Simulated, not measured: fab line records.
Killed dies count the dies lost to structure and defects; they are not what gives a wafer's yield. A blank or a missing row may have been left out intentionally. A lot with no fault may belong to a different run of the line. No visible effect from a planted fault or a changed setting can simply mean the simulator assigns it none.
Check of tool commonality + flow nand harc + Lots sampled 2, wafers sampled 6

## REASON IT WAS OPENED
On 2 of the 2 lots, a flag is raised at NHARC_END_SORT_01 on the reading killed dies. Fault-free wafers read 32, with a standard deviation of 11.
Rule: flag the lot when none of its wafers has a number, or when each of its wafers that has one lies beyond 4 standard deviations from that mean. All remaining lots are regarded as sound.

| lot  | measured     | on        | killed dies, wafer by wafer | flag    |
|------|--------------|-----------|-----------------------------|---------|
| L775 | day 20 11:32 | prober-02 | 321 299 301                 | FLAGGED |
| L779 | day 20 18:35 | prober-02 | 304 305 290                 | FLAGGED |
The numbers of the flagged lots are 303 on average: +271 against the usual, or +25 standard deviations.

## LOT BY LOT: THE TOOL USED
The record holds 4 process steps before the reading, out of a route of 1159 steps. In each cell: the tool, then ch and the chambers that the sampled wafers went through, then the start.
| lot  | flag    | NHARC_A_WL_FILL_ETCHBACK_04       | NHARC_A_WL_FILL_ETCHBACK_16                   | NHARC_A_WL_FILL_ETCHBACK_26      | NHARC_A_WL_FILL_CMP_12      |
|------|---------|-----------------------------------|-----------------------------------------------|----------------------------------|-----------------------------|
| L775 | FLAGGED | rie metal-03 ch 0,1, day 15 20:22 | rie diel-06 ch 1,2,3, day 16 11:42 or earlier | rie si-06 ch 0,2, day 16 11:42   | cmp-04 ch 1,3, day 16 19:58 |
| L779 | FLAGGED | rie metal-02 ch 0, day 16 06:56   | rie diel-09 ch 0,2, day 16 22:49 or earlier   | rie si-06 ch 1,2,3, day 16 22:49 | cmp-04 ch 0,1, day 17 04:47 |
What these steps do:
- NHARC_A_WL_FILL_ETCHBACK_04: etches the open film in NF3, target depth 60 nm, time 120 s.
- NHARC_A_WL_FILL_ETCHBACK_16: etches the open film in C4F8/O2/Ar, target depth 88 nm, time 17.6 s.
- NHARC_A_WL_FILL_ETCHBACK_26: etches the open film in HBr, target depth 52 nm, time 13.3 s.
- NHARC_A_WL_FILL_CMP_12: polishes, t overpolish 30 s, target thk 75 nm.
- NHARC_END_SORT_01

## FLAGGED OVER TOTAL, TOOL BY TOOL (the gauges that took the reading come last)
| step                        | tool         | lots run | flagged | share of the flagged lots | sound lots run after its first flagged lot |
|-----------------------------|--------------|----------|---------|---------------------------|--------------------------------------------|
| NHARC_A_WL_FILL_ETCHBACK_04 | rie metal-02 | 1        | 1       | some                      | 0                                          |
| NHARC_A_WL_FILL_ETCHBACK_04 | rie metal-03 | 1        | 1       | some                      | 0                                          |
| NHARC_A_WL_FILL_ETCHBACK_16 | rie diel-06  | 1        | 1       | some                      | 0                                          |
| NHARC_A_WL_FILL_ETCHBACK_16 | rie diel-09  | 1        | 1       | some                      | 0                                          |
| NHARC_A_WL_FILL_ETCHBACK_26 | rie si-06    | 2        | 2       | all                       | 0                                          |
| NHARC_A_WL_FILL_CMP_12      | cmp-04       | 2        | 2       | all                       | 0                                          |
| NHARC_END_SORT_01           | prober-02    | 2        | 2       | all                       | 0                                          |
NHARC_A_WL_FILL_ETCHBACK_16 gives no start for some lots, so the hours and the order of its lots are those of NHARC_A_WL_FILL_ETCHBACK_26.

## WHAT IS ALLOWED BY THE TABLE
All flagged lots were run by 3 table rows, namely rie si-06 at NHARC_A_WL_FILL_ETCHBACK_26, cmp-04 at NHARC_A_WL_FILL_CMP_12, prober-02 at NHARC_END_SORT_01.
- rie si-06 at NHARC_A_WL_FILL_ETCHBACK_26: 2 of its 2 lots flagged. Because this sample shows no sound lot run on it before its first flagged lot, the start cannot be pinned down more closely.
- cmp-04 at NHARC_A_WL_FILL_CMP_12: 2 of its 2 lots flagged. Because this sample shows no sound lot run on it before its first flagged lot, the start cannot be pinned down more closely.
- prober-02 at NHARC_END_SORT_01: 2 of its 2 lots flagged. Because this sample shows no sound lot run on it before its first flagged lot, the start cannot be pinned down more closely.
Counting lots can't tell these 3 tools apart, because each fits a fault that began at some hour. More lots, or a look at what each step does to the wafer, might.

## WHAT HAD BEEN PUT IN BY THE SIMULATOR
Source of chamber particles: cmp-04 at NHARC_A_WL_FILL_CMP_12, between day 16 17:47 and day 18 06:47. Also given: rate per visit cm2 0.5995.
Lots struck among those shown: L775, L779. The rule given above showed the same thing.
